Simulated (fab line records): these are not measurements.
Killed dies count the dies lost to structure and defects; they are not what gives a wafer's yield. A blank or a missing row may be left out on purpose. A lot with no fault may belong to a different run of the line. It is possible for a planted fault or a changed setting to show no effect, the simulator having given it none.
fab line records || flow n5_finfet || part 2 of 2: steps 16 to 21 of 21
record {"lots": 5, "wafers": 15, "last_day": 17}
route steps=1938 shown BEOL_M0_SAQP@653
lots untouched by any fault: they come from a run of this same line in which no faults occurred
start_h: hours from the record's opening day to when the first of the lot's shown wafers began || wait_h: how many hours have passed since the lot's step before this one || " unchanged from the row above || L1.1+2: a single row standing in for several wafers || - no value, or no start given || * or withheld: withheld || < > ~ a bound
route shown NAME@n: names a module that has steps shown in the file, with the first one's number in the route || usual: mean and standard deviation over wafers with no fault || same: alike in all rows || chamber/n: place in a boat || sites: readings site by site || _std_site: their standard deviation || _edge_site: inner sites' mean taken away from outer sites' mean || radius_mm: for every site, how far away it sits from the centre of the wafer || mask NAME#n: copy n || behind: tool/chamber where the wafer was last shaped || hold: cause of the lot's hold/its duration in hours/its outcome || device: the transistor (n, p or np) that didn't switch || end of line: tests run on the same wafers once the route is complete || step lacking rows: just its recipe || killed: the dies lost at the first sort to structure and to defects; this is not the yield of the wafer || map: a wafer's dies, x killed, . not, _ none there
set.NAME: the setting that was run; set.NAME@STEP: the one run at that earlier step || model.NAME: the simulator's own value behind a step, which no gauge read
a table for each step, a row for each wafer; lots at some steps of the route
services: from which hour (start_h, from the record's first day; less than 0 if before it) a tool's chamber was out of use, for how many hours, and why
## steps
# step N5_BEOL_M0_SAQP_ETCH_102
# recipe {"chemistry": "CF4", "target": "SiO2", "target_depth_a": 40, "ion_energy_ev": 350, "time_s": 4.4, "pressure_mtorr": 10, "icp_w": 800, "bias_w": 400, "cf4_flow_sccm": 80}
# usual {"bias_w": "400.1/1.1", "drypump_motor_current_A": "5.9/0.5", "oes_product_au": "1.009/0.028", "throttle_valve_pct": "21.70/0.23"}
{"lot.wafer": "L085.2", "tool": "rie_si-06", "chamber": 0, "start_h": 201.47, "wait_h": 0.1, "bias_w": 400.7, "drypump_motor_current_A": 5.7, "oes_product_au": 1.051, "rf_hours_counter_h": 3, "throttle_valve_pct": 21.85}
{"lot.wafer": "L085.5", "tool": "rie_si-06", "chamber": 1, "start_h": 201.47, "wait_h": 0.1, "bias_w": 399.5, "drypump_motor_current_A": 6.6, "oes_product_au": 1.028, "rf_hours_counter_h": "-", "throttle_valve_pct": 21.88}
{"lot.wafer": "L085.6", "tool": "rie_si-06", "chamber": 0, "start_h": 201.47, "wait_h": 0.1, "bias_w": 400.5, "drypump_motor_current_A": 5.7, "oes_product_au": 1.054, "rf_hours_counter_h": "-", "throttle_valve_pct": 21.85}
{"lot.wafer": "L089.1", "tool": "rie_si-06", "chamber": 1, "start_h": 218.48, "wait_h": 0.1, "bias_w": 398.5, "drypump_motor_current_A": 6.6, "oes_product_au": 1.023, "rf_hours_counter_h": 59, "throttle_valve_pct": 21.89}
{"lot.wafer": "L089.2", "tool": "rie_si-06", "chamber": 2, "start_h": 218.48, "wait_h": 0.1, "bias_w": 401.5, "drypump_motor_current_A": 5.9, "oes_product_au": 0.994, "rf_hours_counter_h": 86, "throttle_valve_pct": 21.34}
{"lot.wafer": "L089.5", "tool": "rie_si-06", "chamber": 1, "start_h": 218.48, "wait_h": 0.1, "bias_w": 399.1, "drypump_motor_current_A": 6.6, "oes_product_au": 1.011, "rf_hours_counter_h": "-", "throttle_valve_pct": 21.90}
{"lot.wafer": "L090.1", "tool": "rie_si-01", "chamber": 0, "start_h": 222.07, "wait_h": 0.1, "bias_w": 401.3, "drypump_motor_current_A": 5.8, "oes_product_au": 1.013, "rf_hours_counter_h": 179, "throttle_valve_pct": 21.57}
{"lot.wafer": "L090.3", "tool": "rie_si-01", "chamber": 2, "start_h": 222.07, "wait_h": 0.1, "bias_w": 398.6, "drypump_motor_current_A": 6.5, "oes_product_au": 1.030, "rf_hours_counter_h": 170, "throttle_valve_pct": 21.69}
{"lot.wafer": "L090.6", "tool": "rie_si-01", "chamber": 0, "start_h": 222.07, "wait_h": 0.1, "bias_w": 399.4, "drypump_motor_current_A": 5.8, "oes_product_au": 1.010, "rf_hours_counter_h": "-", "throttle_valve_pct": 21.59}
{"lot.wafer": "L095.1", "tool": "rie_si-06", "chamber": 3, "start_h": 234.79, "wait_h": 0.1, "bias_w": 399.1, "drypump_motor_current_A": 6.6, "oes_product_au": 0.954, "rf_hours_counter_h": 34, "throttle_valve_pct": 21.72}
{"lot.wafer": "L095.2", "tool": "rie_si-06", "chamber": 1, "start_h": 234.79, "wait_h": 0.1, "bias_w": 400.1, "drypump_motor_current_A": 6.6, "oes_product_au": 1.018, "rf_hours_counter_h": 60, "throttle_valve_pct": 21.89}
{"lot.wafer": "L095.3", "tool": "rie_si-06", "chamber": 2, "start_h": 234.79, "wait_h": 0.1, "bias_w": 399.0, "drypump_motor_current_A": 5.8, "oes_product_au": 0.996, "rf_hours_counter_h": 86, "throttle_valve_pct": 21.36}
{"lot.wafer": "L097.2", "tool": "rie_si-01", "chamber": 0, "start_h": 251.92, "wait_h": 0.1, "bias_w": 399.9, "drypump_motor_current_A": 5.8, "oes_product_au": 1.011, "rf_hours_counter_h": 180, "throttle_valve_pct": 21.59}
{"lot.wafer": "L097.3", "tool": "rie_si-01", "chamber": 2, "start_h": 251.92, "wait_h": 0.1, "bias_w": 399.5, "drypump_motor_current_A": 6.6, "oes_product_au": 1.029, "rf_hours_counter_h": 171, "throttle_valve_pct": 21.71}
{"lot.wafer": "L097.6", "tool": "rie_si-01", "chamber": 3, "start_h": 251.92, "wait_h": 0.1, "bias_w": 399.4, "drypump_motor_current_A": 5.8, "oes_product_au": 1.012, "rf_hours_counter_h": "-", "throttle_valve_pct": 21.46}
# step N5_BEOL_M0_SAQP_MANDREL_ETCH_103
# recipe {"chemistry": "HBr/Cl2", "target": "a-Si", "target_depth_a": 450, "bt_time_s": 10, "stop_on": "SiCN", "mask_material": "SiO2", "over_etch_frac": 0.8, "time_s": 27, "pressure_mtorr": 10, "icp_w": 800, "bias_w": 75, "HBr_flow_sccm": 150, "Cl2_flow_sccm": 80, "ends": "end_point"}
# usual {"bias_w": "74.97/0.2", "drypump_motor_current_A": "5.9/0.5", "oes_product_au": "0.686/0.015", "throttle_valve_pct": "35.4/0.39"}
{"lot.wafer": "L085.2", "tool": "rie_si-06", "chamber": 0, "start_h": 201.50, "wait_h": 0.0, "bias_w": 74.54, "drypump_motor_current_A": 5.7, "oes_product_au": 0.693, "rf_hours_counter_h": 3, "throttle_valve_pct": 36.1}
{"lot.wafer": "L085.5", "tool": "rie_si-06", "chamber": 1, "start_h": 201.50, "wait_h": 0.0, "bias_w": 75.01, "drypump_motor_current_A": 6.6, "oes_product_au": 0.693, "rf_hours_counter_h": "-", "throttle_valve_pct": 35.4}
{"lot.wafer": "L085.6", "tool": "rie_si-06", "chamber": 0, "start_h": 201.50, "wait_h": 0.0, "bias_w": 74.66, "drypump_motor_current_A": 5.7, "oes_product_au": 0.695, "rf_hours_counter_h": "-", "throttle_valve_pct": 36.1}
{"lot.wafer": "L089.1", "tool": "rie_si-06", "chamber": 1, "start_h": 218.52, "wait_h": 0.0, "bias_w": 74.95, "drypump_motor_current_A": 6.6, "oes_product_au": 0.690, "rf_hours_counter_h": 59, "throttle_valve_pct": 35.4}
{"lot.wafer": "L089.2", "tool": "rie_si-06", "chamber": 2, "start_h": 218.52, "wait_h": 0.0, "bias_w": 74.63, "drypump_motor_current_A": 5.8, "oes_product_au": 0.660, "rf_hours_counter_h": 86, "throttle_valve_pct": 35.3}
{"lot.wafer": "L089.5", "tool": "rie_si-06", "chamber": 1, "start_h": 218.52, "wait_h": 0.0, "bias_w": 75.09, "drypump_motor_current_A": 6.6, "oes_product_au": 0.690, "rf_hours_counter_h": "-", "throttle_valve_pct": 35.4}
{"lot.wafer": "L090.1", "tool": "rie_si-01", "chamber": 0, "start_h": 222.10, "wait_h": 0.0, "bias_w": 74.90, "drypump_motor_current_A": 5.9, "oes_product_au": 0.706, "rf_hours_counter_h": 179, "throttle_valve_pct": 34.7}
{"lot.wafer": "L090.3", "tool": "rie_si-01", "chamber": 2, "start_h": 222.10, "wait_h": 0.0, "bias_w": 75.17, "drypump_motor_current_A": 6.5, "oes_product_au": 0.696, "rf_hours_counter_h": 170, "throttle_valve_pct": 35.5}
{"lot.wafer": "L090.6", "tool": "rie_si-01", "chamber": 0, "start_h": 222.10, "wait_h": 0.0, "bias_w": 74.39, "drypump_motor_current_A": 5.8, "oes_product_au": 0.708, "rf_hours_counter_h": "-", "throttle_valve_pct": 34.7}
{"lot.wafer": "L095.1", "tool": "rie_si-06", "chamber": 3, "start_h": 234.82, "wait_h": 0.0, "bias_w": 75.06, "drypump_motor_current_A": 6.6, "oes_product_au": 0.683, "rf_hours_counter_h": 34, "throttle_valve_pct": 35.6}
{"lot.wafer": "L095.2", "tool": "rie_si-06", "chamber": 1, "start_h": 234.82, "wait_h": 0.0, "bias_w": 74.99, "drypump_motor_current_A": 6.6, "oes_product_au": 0.681, "rf_hours_counter_h": 60, "throttle_valve_pct": 35.5}
{"lot.wafer": "L095.3", "tool": "rie_si-06", "chamber": 2, "start_h": 234.82, "wait_h": 0.0, "bias_w": 75.16, "drypump_motor_current_A": 5.9, "oes_product_au": 0.667, "rf_hours_counter_h": 86, "throttle_valve_pct": 35.3}
{"lot.wafer": "L097.2", "tool": "rie_si-01", "chamber": 0, "start_h": 251.95, "wait_h": 0.0, "bias_w": 74.75, "drypump_motor_current_A": 5.8, "oes_product_au": 0.698, "rf_hours_counter_h": 180, "throttle_valve_pct": 34.7}
{"lot.wafer": "L097.3", "tool": "rie_si-01", "chamber": 2, "start_h": 251.95, "wait_h": 0.0, "bias_w": 75.18, "drypump_motor_current_A": 6.5, "oes_product_au": 0.693, "rf_hours_counter_h": 171, "throttle_valve_pct": 35.5}
{"lot.wafer": "L097.6", "tool": "rie_si-01", "chamber": 3, "start_h": 251.95, "wait_h": 0.0, "bias_w": 75.16, "drypump_motor_current_A": 5.8, "oes_product_au": 0.695, "rf_hours_counter_h": "-", "throttle_valve_pct": 34.9}
# step N5_BEOL_M0_SAQP_RECESS_104
# recipe {"chemistry": "HF/NH3", "target": "SiO2", "target_depth_a": 180, "afs_cycles": 3, "temp_c": 30, "sublimation_temp_c": 180, "sublimation_time_s": 60}
# usual {"drypump_motor_current_A": "5.59/0.26", "sublimation_temp_c": "180.00/0.16"}
{"lot.wafer": "L085.2", "tool": "vapor_etch-02", "chamber": 0, "start_h": 201.59, "wait_h": 0.1, "drypump_motor_current_A": 5.90, "sublimation_temp_c": 179.98}
{"lot.wafer": "L085.5", "tool": "vapor_etch-02", "chamber": 0, "start_h": 201.59, "wait_h": 0.1, "drypump_motor_current_A": 5.87, "sublimation_temp_c": 180.01}
{"lot.wafer": "L085.6", "tool": "vapor_etch-02", "chamber": 1, "start_h": 201.59, "wait_h": 0.1, "drypump_motor_current_A": 5.19, "sublimation_temp_c": 179.81}
{"lot.wafer": "L089.1", "tool": "vapor_etch-01", "chamber": 1, "start_h": 218.60, "wait_h": 0.1, "drypump_motor_current_A": 5.70, "sublimation_temp_c": 179.73}
{"lot.wafer": "L089.2", "tool": "vapor_etch-01", "chamber": 0, "start_h": 218.60, "wait_h": 0.1, "drypump_motor_current_A": 5.59, "sublimation_temp_c": 179.93}
{"lot.wafer": "L089.5", "tool": "vapor_etch-01", "chamber": 1, "start_h": 218.60, "wait_h": 0.1, "drypump_motor_current_A": 5.73, "sublimation_temp_c": 179.85}
{"lot.wafer": "L090.1", "tool": "vapor_etch-01", "chamber": 0, "start_h": 222.18, "wait_h": 0.1, "drypump_motor_current_A": 5.58, "sublimation_temp_c": 179.96}
{"lot.wafer": "L090.3", "tool": "vapor_etch-01", "chamber": 1, "start_h": 222.18, "wait_h": 0.1, "drypump_motor_current_A": 5.69, "sublimation_temp_c": 179.95}
{"lot.wafer": "L090.6", "tool": "vapor_etch-01", "chamber": 1, "start_h": 222.18, "wait_h": 0.1, "drypump_motor_current_A": 5.69, "sublimation_temp_c": 180.07}
{"lot.wafer": "L095.1", "tool": "vapor_etch-01", "chamber": 0, "start_h": 234.90, "wait_h": 0.1, "drypump_motor_current_A": 5.57, "sublimation_temp_c": 180.20}
{"lot.wafer": "L095.2", "tool": "vapor_etch-01", "chamber": 1, "start_h": 234.90, "wait_h": 0.1, "drypump_motor_current_A": 5.73, "sublimation_temp_c": 179.70}
{"lot.wafer": "L095.3", "tool": "vapor_etch-01", "chamber": 0, "start_h": 234.90, "wait_h": 0.1, "drypump_motor_current_A": 5.58, "sublimation_temp_c": 180.33}
{"lot.wafer": "L097.2", "tool": "vapor_etch-02", "chamber": 0, "start_h": 252.04, "wait_h": 0.1, "drypump_motor_current_A": 5.89, "sublimation_temp_c": 179.69}
{"lot.wafer": "L097.3", "tool": "vapor_etch-02", "chamber": 1, "start_h": 252.04, "wait_h": 0.1, "drypump_motor_current_A": 5.18, "sublimation_temp_c": 180.19}
{"lot.wafer": "L097.6", "tool": "vapor_etch-02", "chamber": 0, "start_h": 252.04, "wait_h": 0.1, "drypump_motor_current_A": 5.92, "sublimation_temp_c": 179.64}
# step N5_BEOL_M0_SAQP_COAT_105
# recipe {"resist": "SOC", "temp_c": 250, "time_s": 60, "spin_rpm": 1500, "resist_thk_nm": 100}
{"lot.wafer": "L085.2+5+6", "tool": "litho_track-02", "chamber": 0, "start_h": 201.98, "wait_h": 0.3}
{"lot.wafer": "L089.1+2+5", "tool": "litho_track-02", "chamber": 0, "start_h": 218.98, "wait_h": 0.3}
{"lot.wafer": "L090.1+3+6", "tool": "litho_track-02", "chamber": 0, "start_h": 222.58, "wait_h": 0.3}
{"lot.wafer": "L095.1+2+3", "tool": "litho_track-02", "chamber": 0, "start_h": 235.28, "wait_h": 0.3}
{"lot.wafer": "L097.2+3+6", "tool": "litho_track-04", "chamber": 0, "start_h": 252.54, "wait_h": 0.3}
# step N5_BEOL_M0_SAQP_ETCH_106
# recipe {"chemistry": "N2/H2", "target": "SOC", "target_depth_a": 1500, "stop_on": "SiNx", "ion_energy_ev": 100, "bias_w": 61, "pressure_mtorr": 30, "source_w": 850, "n2_flow_sccm": 200, "h2_flow_sccm": 200}
# usual {"bias_w": "61.02/0.18", "drypump_motor_current_A": "5.5/0.36", "oes_product_au": "0.75/0.074", "rf_vpp_V": "241.0/1.4", "showerhead_plenum_p_Torr": "2.55/0.081", "throttle_valve_pct": "17.91/0.27"}
{"lot.wafer": "L085.2", "tool": "rie_diel-01", "chamber": 1, "start_h": 202.15, "wait_h": "-", "bias_w": 60.96, "drypump_motor_current_A": 5.5, "oes_product_au": 0.73, "rf_hours_counter_h": 166, "rf_vpp_V": 242.5, "showerhead_plenum_p_Torr": 2.64, "throttle_valve_pct": 17.89}
{"lot.wafer": "L085.5", "tool": "rie_diel-01", "chamber": 1, "start_h": 202.15, "wait_h": "-", "bias_w": 60.99, "drypump_motor_current_A": 5.5, "oes_product_au": 0.73, "rf_hours_counter_h": "-", "rf_vpp_V": 242.0, "showerhead_plenum_p_Torr": 2.64, "throttle_valve_pct": 17.88}
{"lot.wafer": "L085.6", "tool": "rie_diel-01", "chamber": 2, "start_h": 202.15, "wait_h": "-", "bias_w": 60.89, "drypump_motor_current_A": 5.9, "oes_product_au": 0.71, "rf_hours_counter_h": "-", "rf_vpp_V": 240.5, "showerhead_plenum_p_Torr": 2.51, "throttle_valve_pct": 18.30}
{"lot.wafer": "L089.1", "tool": "rie_diel-06", "chamber": 2, "start_h": 219.04, "wait_h": "-", "bias_w": 60.98, "drypump_motor_current_A": 5.0, "oes_product_au": 0.85, "rf_hours_counter_h": 71, "rf_vpp_V": 243.0, "showerhead_plenum_p_Torr": 2.57, "throttle_valve_pct": 17.67}
{"lot.wafer": "L089.2", "tool": "rie_diel-06", "chamber": 1, "start_h": 219.04, "wait_h": "-", "bias_w": 61.17, "drypump_motor_current_A": 6.0, "oes_product_au": 0.69, "rf_hours_counter_h": 225, "rf_vpp_V": 240.2, "showerhead_plenum_p_Torr": 2.63, "throttle_valve_pct": 18.23}
{"lot.wafer": "L089.5", "tool": "rie_diel-06", "chamber": 2, "start_h": 219.04, "wait_h": "-", "bias_w": 60.89, "drypump_motor_current_A": 5.0, "oes_product_au": 0.85, "rf_hours_counter_h": "-", "rf_vpp_V": 242.1, "showerhead_plenum_p_Torr": 2.57, "throttle_valve_pct": 17.68}
{"lot.wafer": "L090.1", "tool": "rie_diel-01", "chamber": 0, "start_h": 222.64, "wait_h": "-", "bias_w": 61.23, "drypump_motor_current_A": 5.3, "oes_product_au": 0.84, "rf_hours_counter_h": 49, "rf_vpp_V": 240.7, "showerhead_plenum_p_Torr": 2.56, "throttle_valve_pct": 17.86}
{"lot.wafer": "L090.3", "tool": "rie_diel-01", "chamber": 3, "start_h": 222.64, "wait_h": "-", "bias_w": 60.81, "drypump_motor_current_A": 5.2, "oes_product_au": 0.68, "rf_hours_counter_h": 237, "rf_vpp_V": 240.4, "showerhead_plenum_p_Torr": 2.51, "throttle_valve_pct": 18.06}
{"lot.wafer": "L090.6", "tool": "rie_diel-01", "chamber": 1, "start_h": 222.64, "wait_h": "-", "bias_w": 61.16, "drypump_motor_current_A": 5.5, "oes_product_au": 0.73, "rf_hours_counter_h": "-", "rf_vpp_V": 241.9, "showerhead_plenum_p_Torr": 2.63, "throttle_valve_pct": 17.89}
{"lot.wafer": "L095.1", "tool": "rie_diel-06", "chamber": 2, "start_h": 235.35, "wait_h": "-", "bias_w": 61.04, "drypump_motor_current_A": 5.0, "oes_product_au": 0.84, "rf_hours_counter_h": 77, "rf_vpp_V": 241.5, "showerhead_plenum_p_Torr": 2.57, "throttle_valve_pct": 17.68}
{"lot.wafer": "L095.2", "tool": "rie_diel-06", "chamber": 0, "start_h": 235.35, "wait_h": "-", "bias_w": 60.78, "drypump_motor_current_A": 5.4, "oes_product_au": 0.72, "rf_hours_counter_h": 174, "rf_vpp_V": 242.5, "showerhead_plenum_p_Torr": 2.65, "throttle_valve_pct": 17.90}
{"lot.wafer": "L095.3", "tool": "rie_diel-06", "chamber": 1, "start_h": 235.35, "wait_h": "-", "bias_w": 61.07, "drypump_motor_current_A": 5.9, "oes_product_au": 0.69, "rf_hours_counter_h": 231, "rf_vpp_V": 243.0, "showerhead_plenum_p_Torr": 2.62, "throttle_valve_pct": 18.23}
{"lot.wafer": "L097.2", "tool": "rie_diel-02", "chamber": 2, "start_h": 252.70, "wait_h": "-", "bias_w": 60.96, "drypump_motor_current_A": 5.6, "oes_product_au": 0.91, "rf_hours_counter_h": 15, "rf_vpp_V": 241.1, "showerhead_plenum_p_Torr": 2.57, "throttle_valve_pct": 17.25}
{"lot.wafer": "L097.3", "tool": "rie_diel-02", "chamber": 1, "start_h": 252.70, "wait_h": "-", "bias_w": 61.26, "drypump_motor_current_A": 5.9, "oes_product_au": 0.69, "rf_hours_counter_h": 235, "rf_vpp_V": 240.5, "showerhead_plenum_p_Torr": 2.50, "throttle_valve_pct": 17.69}
{"lot.wafer": "L097.6", "tool": "rie_diel-02", "chamber": 1, "start_h": 252.70, "wait_h": "-", "bias_w": 61.05, "drypump_motor_current_A": 5.9, "oes_product_au": 0.69, "rf_hours_counter_h": "-", "rf_vpp_V": 239.1, "showerhead_plenum_p_Torr": 2.50, "throttle_valve_pct": 17.67}
# step N5_BEOL_M0_SAQP_ETCH_107
# recipe {"chemistry": "CH3F/O2", "target": "SiNx", "target_depth_a": 300, "mask_material": "SOC", "pressure_mtorr": 30, "source_w": 395, "bias_w": 73, "Ar_flow_sccm": 150, "CH3F_flow_sccm": 30, "O2_flow_sccm": 20, "ion_energy_ev": 120}
# usual {"bias_w": "73.02/0.22", "drypump_motor_current_A": "5.5/0.36", "oes_product_au": "0.76/0.079", "rf_vpp_V": "298/5.5", "showerhead_plenum_p_Torr": "2.02/0.054", "throttle_valve_pct": "16.52/0.29"}
{"lot.wafer": "L085.2", "tool": "rie_diel-01", "chamber": 1, "start_h": 202.21, "wait_h": 0.0, "bias_w": 73.23, "drypump_motor_current_A": 5.5, "oes_product_au": 0.74, "rf_hours_counter_h": 166, "rf_vpp_V": 306, "showerhead_plenum_p_Torr": 2.06, "throttle_valve_pct": 16.44}
{"lot.wafer": "L085.5", "tool": "rie_diel-01", "chamber": 1, "start_h": 202.21, "wait_h": 0.0, "bias_w": 73.12, "drypump_motor_current_A": 5.5, "oes_product_au": 0.74, "rf_hours_counter_h": "-", "rf_vpp_V": 305, "showerhead_plenum_p_Torr": 2.07, "throttle_valve_pct": 16.43}
{"lot.wafer": "L085.6", "tool": "rie_diel-01", "chamber": 2, "start_h": 202.21, "wait_h": 0.0, "bias_w": 72.89, "drypump_motor_current_A": 5.9, "oes_product_au": 0.71, "rf_hours_counter_h": "-", "rf_vpp_V": 303, "showerhead_plenum_p_Torr": 2.00, "throttle_valve_pct": 16.91}
{"lot.wafer": "L089.1", "tool": "rie_diel-06", "chamber": 2, "start_h": 219.10, "wait_h": 0.0, "bias_w": 72.72, "drypump_motor_current_A": 5.0, "oes_product_au": 0.87, "rf_hours_counter_h": 71, "rf_vpp_V": 294, "showerhead_plenum_p_Torr": 2.02, "throttle_valve_pct": 16.23}
{"lot.wafer": "L089.2", "tool": "rie_diel-06", "chamber": 1, "start_h": 219.10, "wait_h": 0.0, "bias_w": 72.85, "drypump_motor_current_A": 6.0, "oes_product_au": 0.69, "rf_hours_counter_h": 225, "rf_vpp_V": 297, "showerhead_plenum_p_Torr": 2.06, "throttle_valve_pct": 16.62}
{"lot.wafer": "L089.5", "tool": "rie_diel-06", "chamber": 2, "start_h": 219.10, "wait_h": 0.0, "bias_w": 72.96, "drypump_motor_current_A": 5.0, "oes_product_au": 0.86, "rf_hours_counter_h": "-", "rf_vpp_V": 294, "showerhead_plenum_p_Torr": 2.02, "throttle_valve_pct": 16.24}
{"lot.wafer": "L090.1", "tool": "rie_diel-01", "chamber": 0, "start_h": 222.70, "wait_h": 0.0, "bias_w": 72.84, "drypump_motor_current_A": 5.3, "oes_product_au": 0.86, "rf_hours_counter_h": 49, "rf_vpp_V": 301, "showerhead_plenum_p_Torr": 2.03, "throttle_valve_pct": 16.56}
{"lot.wafer": "L090.3", "tool": "rie_diel-01", "chamber": 3, "start_h": 222.70, "wait_h": 0.0, "bias_w": 73.27, "drypump_motor_current_A": 5.2, "oes_product_au": 0.69, "rf_hours_counter_h": 237, "rf_vpp_V": 298, "showerhead_plenum_p_Torr": 1.95, "throttle_valve_pct": 16.54}
{"lot.wafer": "L090.6", "tool": "rie_diel-01", "chamber": 1, "start_h": 222.70, "wait_h": 0.0, "bias_w": 73.11, "drypump_motor_current_A": 5.5, "oes_product_au": 0.73, "rf_hours_counter_h": "-", "rf_vpp_V": 305, "showerhead_plenum_p_Torr": 2.06, "throttle_valve_pct": 16.46}
{"lot.wafer": "L095.1", "tool": "rie_diel-06", "chamber": 2, "start_h": 235.41, "wait_h": 0.0, "bias_w": 73.03, "drypump_motor_current_A": 5.0, "oes_product_au": 0.86, "rf_hours_counter_h": 77, "rf_vpp_V": 294, "showerhead_plenum_p_Torr": 2.02, "throttle_valve_pct": 16.24}
{"lot.wafer": "L095.2", "tool": "rie_diel-06", "chamber": 0, "start_h": 235.41, "wait_h": 0.0, "bias_w": 72.63, "drypump_motor_current_A": 5.3, "oes_product_au": 0.74, "rf_hours_counter_h": 174, "rf_vpp_V": 303, "showerhead_plenum_p_Torr": 2.09, "throttle_valve_pct": 16.35}
{"lot.wafer": "L095.3", "tool": "rie_diel-06", "chamber": 1, "start_h": 235.41, "wait_h": 0.0, "bias_w": 72.91, "drypump_motor_current_A": 5.9, "oes_product_au": 0.70, "rf_hours_counter_h": 231, "rf_vpp_V": 295, "showerhead_plenum_p_Torr": 2.06, "throttle_valve_pct": 16.64}
{"lot.wafer": "L097.2", "tool": "rie_diel-02", "chamber": 2, "start_h": 252.76, "wait_h": 0.0, "bias_w": 72.69, "drypump_motor_current_A": 5.6, "oes_product_au": 0.93, "rf_hours_counter_h": 15, "rf_vpp_V": 305, "showerhead_plenum_p_Torr": 2.02, "throttle_valve_pct": 15.88}
{"lot.wafer": "L097.3", "tool": "rie_diel-02", "chamber": 1, "start_h": 252.76, "wait_h": 0.0, "bias_w": 73.05, "drypump_motor_current_A": 5.9, "oes_product_au": 0.69, "rf_hours_counter_h": 235, "rf_vpp_V": 294, "showerhead_plenum_p_Torr": 2.00, "throttle_valve_pct": 16.43}
{"lot.wafer": "L097.6", "tool": "rie_diel-02", "chamber": 1, "start_h": 252.76, "wait_h": 0.0, "bias_w": 73.17, "drypump_motor_current_A": 5.9, "oes_product_au": 0.69, "rf_hours_counter_h": "-", "rf_vpp_V": 294, "showerhead_plenum_p_Torr": 2.00, "throttle_valve_pct": 16.43}
## services
{"tool": "ald_sin-04", "chamber": "-", "start_h": 176.75, "hours": 14.0, "kind": "pm"}
{"tool": "ald_sin-04", "chamber": 0, "start_h": 176.75, "hours": 14.0, "kind": "vent_cycle"}
{"tool": "ald_sin-04", "chamber": 1, "start_h": 176.75, "hours": 14.0, "kind": "vent_cycle"}
{"tool": "ald_sin-04", "chamber": 2, "start_h": 176.75, "hours": 14.0, "kind": "vent_cycle"}
{"tool": "ald_sin-04", "chamber": 3, "start_h": 176.75, "hours": 14.0, "kind": "vent_cycle"}
{"tool": "rie_diel-02", "chamber": 1, "start_h": 178.83, "hours": 7.1, "kind": "repair"}
{"tool": "rie_si-01", "chamber": 2, "start_h": 190.70, "hours": 15.4, "kind": "repair"}
{"tool": "ald_sin-04", "chamber": 0, "start_h": 190.75, "hours": "-", "kind": "clean"}
{"tool": "ald_sin-04", "chamber": "-", "start_h": 195.90, "hours": 14.6, "kind": "pm"}
{"tool": "rie_diel-02", "chamber": 2, "start_h": 196.07, "hours": "-", "kind": "clean"}
{"tool": "rie_diel-02", "chamber": 2, "start_h": 196.07, "hours": "-", "kind": "consumable_replace:focus_ring"}
{"tool": "ald_sin-03", "chamber": 0, "start_h": 197.94, "hours": 3.1, "kind": "repair"}
{"tool": "ald_sin-01", "chamber": "-", "start_h": 199.15, "hours": 6.0, "kind": "pm"}
{"tool": "ald_sin-01", "chamber": 3, "start_h": 211.06, "hours": 9.5, "kind": "repair"}
{"tool": "rie_si-06", "chamber": 3, "start_h": 217.52, "hours": 6.3, "kind": "repair"}
{"tool": "rie_diel-01", "chamber": 2, "start_h": 220.13, "hours": 3.2, "kind": "repair"}
{"tool": "ald_sin-03", "chamber": "-", "start_h": 228.96, "hours": 28.1, "kind": "pm"}
{"tool": "rie_diel-02", "chamber": 3, "start_h": 236.85, "hours": "-", "kind": "clean"}
{"tool": "rie_diel-02", "chamber": 3, "start_h": 236.85, "hours": "-", "kind": "consumable_replace:focus_ring"}
{"tool": "rie_diel-02", "chamber": 3, "start_h": 236.85, "hours": 19.3, "kind": "scheduled_down"}
{"tool": "rie_diel-02", "chamber": 3, "start_h": 236.85, "hours": 19.3, "kind": "vent_cycle"}
{"tool": "ald_sin-01", "chamber": 3, "start_h": 239.15, "hours": 3.4, "kind": "repair"}
{"tool": "rie_si-02", "chamber": 1, "start_h": 243.08, "hours": 8.0, "kind": "repair"}
{"tool": "rie_si-01", "chamber": 1, "start_h": 248.26, "hours": 3.9, "kind": "repair"}
